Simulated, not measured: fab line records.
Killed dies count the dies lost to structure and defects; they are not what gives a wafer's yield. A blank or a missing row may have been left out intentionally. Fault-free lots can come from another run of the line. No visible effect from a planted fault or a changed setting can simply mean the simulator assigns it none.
2 desks, one fault + flow n5 finfet + only its own numbers are on each desk; what lay behind them is given at the end

## DESK OF THE TOOL OWNER: rie diel-02
The tool's own readings at N5_MOL_CONTACT_COAG_ETCH_47 (etches SiNx in CH3F/O2, stops on W, target depth 27 nm): means of the sampled wafers that have a number, for each lot that ran on this tool. Marked OUT: a lot whose mean sits more than 4 standard deviations from the usual mean, which makes it out of limits; the brackets give that distance. It has 9 readings, of which 7 appear: the earliest out of limits, and the ones furthest out on some lot.
Columns: A = bias w at N5_MOL_CONTACT_COAG_ETCH_47, usual 73.00 W; B = drypump motor current A at N5_MOL_CONTACT_COAG_ETCH_47, usual 5.6 A; C = etch rf on time s at N5_MOL_CONTACT_COAG_ETCH_47, usual 31.0 s; D = oes_ar_750_au at N5_MOL_CONTACT_COAG_ETCH_47, usual 0.80 a.u.; E = oes_o_777_au at N5_MOL_CONTACT_COAG_ETCH_47, usual 0.80 a.u.; F = oes product au at N5_MOL_CONTACT_COAG_ETCH_47, usual 0.71 a.u.; G = rf vpp V at N5_MOL_CONTACT_COAG_ETCH_47, usual 298 V
| lot  | first seen here | A     | B   | C               | D    | E    | F    | G   |
|------|-----------------|-------|-----|-----------------|------|------|------|-----|
| L748 | day 6 20:25     | 72.83 | 5.4 | 30.3            | 0.91 | 0.90 | 0.82 | 298 |
| L753 | day 8 06:10     | 72.99 | 5.5 | 27.7 (-5.8) OUT | 0.82 | 0.82 | 0.78 | 298 |
| L754 | day 8 12:35     | 72.92 | 6.0 | 25.2 (-10) OUT  | 0.80 | 0.80 | 0.81 | 293 |
This desk's verdict: out of limits on L753, L754, starting with L753 at day 8 06:10 (etch rf on time s at N5_MOL_CONTACT_COAG_ETCH_47). L748: within limits.

## THE METROLOGY DESK
Lot by lot, what the gauges showed, no matter which tool ran the lot: averages of those sampled wafers that carry a number. Marked OUT: a lot whose mean sits more than 4 standard deviations from the usual mean, which makes it out of limits; the brackets give that distance. It has 10 readings; the 7 that lie furthest out on some lot are the ones shown.
Columns: A = DIBL_N at N5_BEOL_M4_RC_MEAS_101, usual 36.8 mV/V; B = IOFF_N at N5_BEOL_M4_RC_MEAS_101, usual 0.18 nA/um; C = IOFF_P at N5_BEOL_M4_RC_MEAS_101, usual 0.23 nA/um; D = SS_N at N5_BEOL_M4_RC_MEAS_101, usual 71.7 mV/dec; E = SS_P at N5_BEOL_M4_RC_MEAS_101, usual 73.5 mV/dec; F = VT_N at N5_BEOL_M4_RC_MEAS_101, usual 248 mV; G = VT_P at N5_BEOL_M4_RC_MEAS_101, usual -249 mV
| lot  | first seen here | A    | B    | C    | D    | E    | F   | G    |
|------|-----------------|------|------|------|------|------|-----|------|
| L748 | day 9 16:01     | 38.2 | 0.23 | 0.32 | 72.6 | 74.2 | 242 | -242 |
| L751 | day 10 18:11    | 36.6 | 0.18 | 0.21 | 71.7 | 74.0 | 246 | -252 |
| L752 | day 10 20:01    | 36.6 | 0.16 | 0.20 | 71.8 | 73.2 | 251 | -251 |
| L753 | day 10 22:56    | 36.3 | 0.17 | 0.19 | 71.7 | 74.1 | 249 | -256 |
| L754 | day 11 16:19    | 39.1 | 0.20 | 0.26 | 72.1 | 73.4 | 246 | -246 |
| L762 | day 13 14:28    | 36.1 | 0.17 | 0.25 | 71.5 | 73.4 | 249 | -245 |
This desk found nothing out of limits on any of the 6 lots.

## BROUGHT TOGETHER
On L753, L754, at day 8 06:10, an alarm was possible from the tool owner's desk.
At the metrology desk, nothing out of limits was observed.
The metrology desk holds a record of L753, L754, inside its limits.
Of the lots named, all ran N5_MOL_CONTACT_COAG_ETCH_47 on rie diel-02.

## WHAT HAD BEEN PUT IN BY THE SIMULATOR
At N5_MOL_CONTACT_COAG_ETCH_47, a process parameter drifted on rie diel-02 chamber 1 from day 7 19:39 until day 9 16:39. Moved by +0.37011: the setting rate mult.
Lots struck among those shown: L753, L754.
How many hours passed from the start of the fault until each desk's first out-of-limits reading: the tool owner's desk, 11.
